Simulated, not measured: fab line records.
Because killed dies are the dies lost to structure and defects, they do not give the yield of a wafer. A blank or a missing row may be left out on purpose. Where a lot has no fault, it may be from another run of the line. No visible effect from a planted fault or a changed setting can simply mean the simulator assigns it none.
Matching of chambers / flow nand harc / pecvd-04 running NHARC_A_CHANNEL_HOLE_D1_DEP_01: 3 sister chambers
The step deposits SiON, target thk 140 nm. 16 wafers are shown with their chamber, then 8 later ones without.

== WAFERS WITH THEIR CHAMBER ==
wafer=L074.2; chamber=1; heater power w (W)=842
wafer=L074.5; chamber=2; heater power w (W)=740
wafer=L074.6; chamber=1; heater power w (W)=838
wafer=L078.1; chamber=1; heater power w (W)=890
wafer=L078.2; chamber=2; heater power w (W)=744
wafer=L078.3; chamber=2; heater power w (W)=756
wafer=L090.1; chamber=2; heater power w (W)=756
wafer=L090.4; chamber=2; heater power w (W)=762
wafer=L090.5; chamber=1; heater power w (W)=828
wafer=L090.2; chamber=1; heater power w (W)=785
wafer=L090.3; chamber=0; heater power w (W)=748
wafer=L090.6; chamber=0; heater power w (W)=766
wafer=L094.1; chamber=0; heater power w (W)=818
wafer=L094.3; chamber=2; heater power w (W)=776
wafer=L094.6; chamber=2; heater power w (W)=783
wafer=L094.2; chamber=1; heater power w (W)=916

SIGNATURES (means of the wafers above)
reading=heater power w; chamber 0=777.33; chamber 1=849.83; chamber 2=759.57; scatter within a chamber=34
Rule: a wafer's distance from a chamber is the root of the sum, over the readings, of the square of ((its reading less the chamber's mean) divided by the reading's scatter). The wafer belongs to the nearest chamber; if the next one is less than 2 further off, it can't be placed. The scatter: take each reading less its chamber's mean, square it, sum over the shown wafers, divide by the number of wafers less the number of chambers, and take the root.

== WAFERS WHOSE CHAMBER IS MISSING ==
wafer=L094.4; heater power w (W)=663
wafer=L094.5; heater power w (W)=929
wafer=L096.2; heater power w (W)=938
wafer=L096.3; heater power w (W)=759
wafer=L096.5; heater power w (W)=932
wafer=L097.3; heater power w (W)=720
wafer=L097.5; heater power w (W)=792
wafer=L097.6; heater power w (W)=738

== THE CHAMBER EACH PASSED THROUGH ==
wafer=L094.4; from the rows above=can't be placed: 2 or 0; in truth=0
wafer=L094.5; from the rows above=1; in truth=1
wafer=L096.2; from the rows above=1; in truth=1
wafer=L096.3; from the rows above=can't be placed: 2 or 0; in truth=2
wafer=L096.5; from the rows above=1; in truth=1
wafer=L097.3; from the rows above=can't be placed: 2 or 0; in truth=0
wafer=L097.5; from the rows above=can't be placed: 0 or 2 or 1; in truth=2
wafer=L097.6; from the rows above=can't be placed: 2 or 0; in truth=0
3 of 8 placed correctly. Cannot be placed on the basis of these rows: 5; the candidates contain the true chamber in 5. 0 placed wrongly.
